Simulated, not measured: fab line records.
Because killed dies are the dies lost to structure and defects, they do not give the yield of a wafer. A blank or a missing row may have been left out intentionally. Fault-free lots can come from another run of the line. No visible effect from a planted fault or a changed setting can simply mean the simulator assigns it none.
One fault seen from 2 desks || flow nandHarc || each desk holds nothing but its own numbers, with what lay behind them at the end

== AT THE METROLOGY DESK ==
What the gauges read for every lot (on any tool): the sampled wafers with a number, averaged. Any lot whose mean is over 4 standard deviations away from the usual mean is out of limits and marked OUT; that distance is given in the brackets.
Columns: A = cdNm at NHARC_P_CONTACT_CD_MEAS_19, usual 89.7 nm; B = cdNm at NHARC_P_M1_CD_MEAS_09, usual 130.0 nm
{"lot": "L397", "first seen here": "day 6 10:55", "A": 89.7, "B": 130.0}
{"lot": "L398", "first seen here": "day 6 15:02", "A": 91.0, "B": 129.9}
{"lot": "L401", "first seen here": "day 8 00:05", "A": 90.8, "B": 129.9}
{"lot": "L402", "first seen here": "day 8 11:15", "A": 90.2, "B": 130.4}
{"lot": "L404", "first seen here": "day 9 02:40", "A": 89.5, "B": 130.1}
{"lot": "L405", "first seen here": "day 9 21:35", "A": 90.9, "B": 129.6}
{"lot": "L409", "first seen here": "day 11 07:25", "A": 88.8, "B": "135.9 (+10) OUT"}
{"lot": "L410", "first seen here": "day 12 00:18", "A": 89.9, "B": 129.9}
{"lot": "L411", "first seen here": "day 12 01:05", "A": 89.9, "B": "136.0 (+10) OUT"}
{"lot": "L417", "first seen here": "day 14 20:19", "A": 88.9, "B": 129.9}
{"lot": "L418", "first seen here": "day 15 04:55", "A": 89.4, "B": 130.5}
{"lot": "L419", "first seen here": "day 15 15:53", "A": 89.6, "B": 129.1}
This desk's verdict: out of limits on L409, L411, starting with L409 at day 11 14:36 (cdNm at NHARC_P_M1_CD_MEAS_09). L397, L398, L401, L402, L404, L405, L410, L417, L418, L419: within limits.

== THE TOOL OWNER'S DESK: lithoTrack-01 ==
The tool's own readings at NHARC_P_M1_PEB_07 (peb time 65 s): means of the sampled wafers that have a number, for each lot that ran on this tool. Any lot whose mean is over 4 standard deviations away from the usual mean is out of limits and marked OUT; that distance is given in the brackets.
Columns: A = heaterPowerTotalW at NHARC_P_M1_PEB_07, usual 156.5 W; B = plateTempC at NHARC_P_M1_PEB_07, usual 99.98 C
{"lot": "L397", "first seen here": "day 6 18:20", "A": 156.5, "B": 99.99}
{"lot": "L402", "first seen here": "day 8 18:35", "A": 156.4, "B": 100.04}
{"lot": "L404", "first seen here": "day 9 10:05", "A": 156.5, "B": 100.04}
{"lot": "L405", "first seen here": "day 10 04:51", "A": 156.5, "B": 100.07}
{"lot": "L409", "first seen here": "day 11 14:31", "A": "160.3 (+8.8) OUT", "B": "101.71 (+14) OUT"}
{"lot": "L411", "first seen here": "day 12 08:02", "A": "160.2 (+8.6) OUT", "B": "101.60 (+14) OUT"}
{"lot": "L419", "first seen here": "day 15 22:53", "A": 156.3, "B": 99.93}
This desk's verdict: out of limits on L409, L411, starting with L409 at day 11 14:31 (heaterPowerTotalW at NHARC_P_M1_PEB_07). L397, L402, L404, L405, L419: within limits.

== BROUGHT TOGETHER ==
The tool owner's desk had the chance to raise an alarm at day 11 14:31 on L409, L411.
An alarm was possible from the metrology desk at day 11 14:36, on L409, L411.
NHARC_P_M1_PEB_07 was run on lithoTrack-01 by each of the lots named.

== WHAT THE SIMULATOR HAD PUT IN ==
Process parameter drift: lithoTrack-01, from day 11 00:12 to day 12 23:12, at NHARC_P_M1_PEB_07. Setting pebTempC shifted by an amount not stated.
Lots struck among those shown: L409, L411.
Delay (hours) between the fault's onset and each desk's first out-of-limits reading: 14 at the tool owner's desk, 14 at the metrology desk.
